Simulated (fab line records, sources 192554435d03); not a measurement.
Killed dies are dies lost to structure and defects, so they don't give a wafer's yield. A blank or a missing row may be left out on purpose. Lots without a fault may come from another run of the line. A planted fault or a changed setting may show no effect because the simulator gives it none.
Split-lot experiment | flow n5_finfet | 7 lots, 21 wafers read, on a route of 1938 steps

THE SPLIT
At N5_BEOL_M15_ILD_DEP_00 (deposits SiO2 from TEOS/O2, target thk 1629.3 nm, time 346.1 s), the setting time_s was moved away from the recipe's 346.1 s on 9 of the 21 wafers read, by -14.9% to +10.0%. The other wafers ran this setting at the recipe's value.

The file shows no step between the split and the reading.

THE READING
M15_ILD_THK, in nm, at N5_BEOL_M15_THK_MEAS_01. Fault-free wafers of this fab line usually give 1632 nm, standard deviation 25 nm.

wafer  | tool, chamber at the split | time_s as run, s | against the recipe | M15_ILD_THK, nm | against lot-mates on the recipe
L080.3 | pecvd-04, 1                | 346.1            | recipe             | 1665            | -
L080.5 | pecvd-04, 0                | 346.1            | recipe             | 1686            | -
L080.6 | pecvd-04, 1                | 346.1            | recipe             | 1674            | -
L082.4 | pecvd-03, 0                | 308.4            | -10.9%             | 1488            | -158
L082.5 | pecvd-03, 1                | 346.1            | recipe             | 1646            | -
L082.6 | pecvd-03, 2                | 308.4            | -10.9%             | 1472            | -174
L083.3 | pecvd-03, 0                | 303.4            | -12.3%             | 1421            | -210
L083.4 | pecvd-03, 0                | 303.4            | -12.3%             | 1428            | -203
L083.5 | pecvd-03, 1                | 346.1            | recipe             | 1631            | -
L084.1 | pecvd-04, 1                | 346.1            | recipe             | 1617            | -
L084.3 | pecvd-04, 2                | 380.8            | +10.0%             | 1791            | +162
L084.4 | pecvd-04, 1                | 346.1            | recipe             | 1642            | -
L086.1 | pecvd-04, 0                | 294.7            | -14.9%             | 1360            | -294
L086.4 | pecvd-04, 1                | 346.1            | recipe             | 1654            | -
L086.6 | pecvd-04, 1                | 294.7            | -14.9%             | 1414            | -240
L092.1 | pecvd-02, 0                | 314.8            | -9.0%              | 1471            | -120
L092.3 | pecvd-02, 2                | 346.1            | recipe             | 1591            | -
L092.4 | pecvd-02, 0                | 314.8            | -9.0%              | 1513            | -78
L097.2 | pecvd-03, 2                | 346.1            | recipe             | 1613            | -
L097.4 | pecvd-03, 0                | 346.1            | recipe             | 1665            | -
L097.6 | pecvd-03, 2                | 346.1            | recipe             | 1637            | -

THE FIT
A straight line over all 21 wafers: M15_ILD_THK changes by +16.6 nm for each +1% of time_s; r = +0.98; the points scatter about the line by 26 nm.
The same after taking each lot's own level away (the mean of its wafers on the recipe; 21 wafers): +16.3 nm for each +1%; r = +0.98; scatter 23 nm.
On that fit, the largest move of time_s shifts the reading by 2.4e+02 nm.
The lots' own levels span 1591.0 to 1675.0 nm, that is 3.4 times the standard deviation above.
So the lot-to-lot level changes the slope little: the two slopes agree.
Check: with one of the wafers moved furthest among these (-14.9%) left out of the fit, the line predicts -227 nm for it against its lot-mates. It came out at -294 nm against them.

OTHER SPLITS ON THESE WAFERS
These wafers also went through other splits before the reading. Each is held against what the fit with the lots' levels taken away leaves over:
other split on the same wafers | wafers away from the commonest value | r with M15_ILD_THK (lot level and that fit taken away)
N5_BEOL_M10_ETCH_41 source_w   | 6                                    | -0.16
N5_BEOL_M11_COAT_22 spin_rpm   | 9                                    | +0.01

THE WHOLE CHAIN: every reading that the file lists as answering this split, in the file's order
step                    | what it does                                                   | reading                                                                             | change (the file's fit)             | r (the file's)
N5_BEOL_M15_ILD_DEP_00  | deposits SiO2 from TEOS/O2, target thk 1629.3 nm, time 346.1 s | SiO2_of_BEOL_M15_ILD_DEP_00.thk_nm (the simulator's own value, which no gauge read) | +16 nm for each +1% of the setting  | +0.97
N5_BEOL_M15_THK_MEAS_01 |                                                                | M15_ILD_THK                                                                         | +16.1 for each +1% of the setting   | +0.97
N5_BEOL_M15_VIA_ETCH_16 | etches SiO2 in C4F8/O2/Ar, target depth 1792.2 nm              | etch.depth_nm (the simulator's own value, which no gauge read)                      | +16 nm for each +1% of the setting  | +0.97
N5_BEOL_M15_VIA_ETCH_16 | etches SiO2 in C4F8/O2/Ar, target depth 1792.2 nm              | coat_of_BEOL_M15_COAT_04.thk_nm (the simulator's own value, which no gauge read)    | -3.4 nm for each +1% of the setting | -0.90

THE FILE'S OWN FIT
M15_ILD_THK changes by +16.1 nm for each +1% of time_s, r = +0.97.
